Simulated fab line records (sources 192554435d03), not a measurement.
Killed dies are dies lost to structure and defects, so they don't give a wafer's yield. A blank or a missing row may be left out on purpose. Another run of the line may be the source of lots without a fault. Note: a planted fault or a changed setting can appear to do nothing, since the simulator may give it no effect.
Lot-split experiment -- flow n5-finfet -- 39 wafers read from 7 lots, route of 1938 steps

== SPLIT DETAILS ==
At N5_BEOL_M14_ILD_DEP_00 (deposits SiO2 from TEOS/O2, target thk 1119.3 nm, time 237.4 s), the setting time-s was moved away from the recipe's 237.4 s on 18 of the 39 wafers read, by -49.4% to +53.0%. For the rest of the wafers, this setting stayed at what the recipe calls for.

Split to reading: the file shows no intervening step.

== THE READING ==
M14_ILD_THK (nm), taken at N5_BEOL_M14_THK_MEAS_01. Typical for fault-free wafers on this fab line: 1123 nm, with standard deviation 17 nm.

wafer,"tool, chamber at the split","time-s as run, s",against the recipe,"M14_ILD_THK, nm",against lot-mates on the recipe
L078.1,"pecvd-03, 1",120.2,-49.4%,543,-573
L078.2,"pecvd-03, 0",237.4,recipe,1133,-
L078.3,"pecvd-03, 2",120.2,-49.4%,570,-546
L078.4,"pecvd-03, 0",120.2,-49.4%,607,-509
L078.5,"pecvd-03, 1",237.4,recipe,1095,-
L078.6,"pecvd-03, 2",237.4,recipe,1121,-
L081.1,"pecvd-04, 0",193.2,-18.6%,898,-250
L081.2,"pecvd-04, 2",193.2,-18.6%,916,-232
L081.3,"pecvd-04, 1",237.4,recipe,1145,-
L081.4,"pecvd-04, 0",193.2,-18.6%,909,-239
L081.5,"pecvd-04, 1",237.4,recipe,1143,-
L081.6,"pecvd-04, 2",237.4,recipe,1156,-
L083.2,"pecvd-04, 2",237.4,recipe,1133,-
L083.4,"pecvd-04, 2",237.4,recipe,1155,-
L083.5,"pecvd-04, 0",237.4,recipe,1134,-
L086.1,"pecvd-03, 2",363.3,+53.0%,1696,+593
L086.2,"pecvd-03, 1",237.4,recipe,1079,-
L086.3,"pecvd-03, 0",363.3,+53.0%,1701,+598
L086.4,"pecvd-03, 1",237.4,recipe,1095,-
L086.5,"pecvd-03, 0",237.4,recipe,1136,-
L086.6,"pecvd-03, 2",363.3,+53.0%,1742,+639
L089.1,"pecvd-04, 1",237.4,recipe,1110,-
L089.2,"pecvd-04, 2",237.4,recipe,1122,-
L089.3,"pecvd-04, 0",188.9,-20.4%,875,-250
L089.4,"pecvd-04, 1",188.9,-20.4%,882,-243
L089.5,"pecvd-04, 0",188.9,-20.4%,892,-233
L089.6,"pecvd-04, 2",237.4,recipe,1143,-
L095.1,"pecvd-01, 0",166.4,-29.9%,788,-339
L095.2,"pecvd-01, 2",237.4,recipe,1116,-
L095.3,"pecvd-01, 1",166.4,-29.9%,799,-328
L095.4,"pecvd-01, 0",166.4,-29.9%,796,-331
L095.5,"pecvd-01, 2",237.4,recipe,1133,-
L095.6,"pecvd-01, 1",237.4,recipe,1131,-
L096.1,"pecvd-04, 1",237.4,recipe,1128,-
L096.2,"pecvd-04, 2",195.8,-17.5%,949,-176
L096.3,"pecvd-04, 0",237.4,recipe,1108,-
L096.4,"pecvd-04, 2",195.8,-17.5%,950,-175
L096.5,"pecvd-04, 0",195.8,-17.5%,929,-196
L096.6,"pecvd-04, 1",237.4,recipe,1138,-

FIT RESULTS
A straight line over all 39 wafers: M14_ILD_THK changes by +11.2 nm for each +1% of time-s; r = +1.00; the points scatter about the line by 19 nm.
The same after taking each lot's own level away (the mean of its wafers on the recipe; 39 wafers): +11.3 nm for each +1%; r = +1.00; scatter 19 nm.
According to that fit, moving time-s by its largest amount changes the reading by 6e+02 nm.
Across the lots, their own levels run from 1103.3 to 1148.0 nm, a range of 2.6 times the standard deviation given above.
Consequently the slope shifts little with the lot-to-lot level, the two slopes agreeing.
Check: with one of the wafers moved furthest among these (+53.0%) left out of the fit, the line predicts +604 nm for it against its lot-mates. It came out at +593 nm against them.

== THE OTHER SPLITS THESE WAFERS WENT THROUGH ==
Before the reading, these wafers also passed through other splits. Each is held against what the fit with the lots' levels taken away leaves over:
other split on the same wafers,wafers away from the commonest value,r with M14_ILD_THK (lot level and that fit taken away)
N5_BEOL_M7_ILD_DEP_00 time-s,18,-0.10
N5_BEOL_M11_ILD_DEP_00 time-s,15,+0.11

== THE WHOLE CHAIN: every reading that the file lists as answering this split, in the file's order ==
step,what it does,reading,change (the file's fit),r (the file's)
N5_BEOL_M14_ILD_DEP_00,"deposits SiO2 from TEOS/O2, target thk 1119.3 nm, time 237.4 s","SiO2_of_BEOL_M14_ILD_DEP_00.thk-nm (the simulator's own value, which no gauge read)",+11.3 nm for each +1% of the setting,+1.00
N5_BEOL_M14_THK_MEAS_01,,M14_ILD_THK,+11.3 for each +1% of the setting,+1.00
N5_BEOL_M14_VIA_ETCH_16,"etches SiO2 in C4F8/O2/Ar, target depth 1231.3 nm","etch.depth-nm (the simulator's own value, which no gauge read)",+11.3 nm for each +1% of the setting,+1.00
N5_BEOL_M14_VIA_ETCH_16,"etches SiO2 in C4F8/O2/Ar, target depth 1231.3 nm","coat_of_BEOL_M14_COAT_04.thk-nm (the simulator's own value, which no gauge read)",-2.67 nm for each +1% of the setting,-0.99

== FILE'S OWN FIT ==
M14_ILD_THK changes by +11.3 nm for each +1% of time-s, r = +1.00.
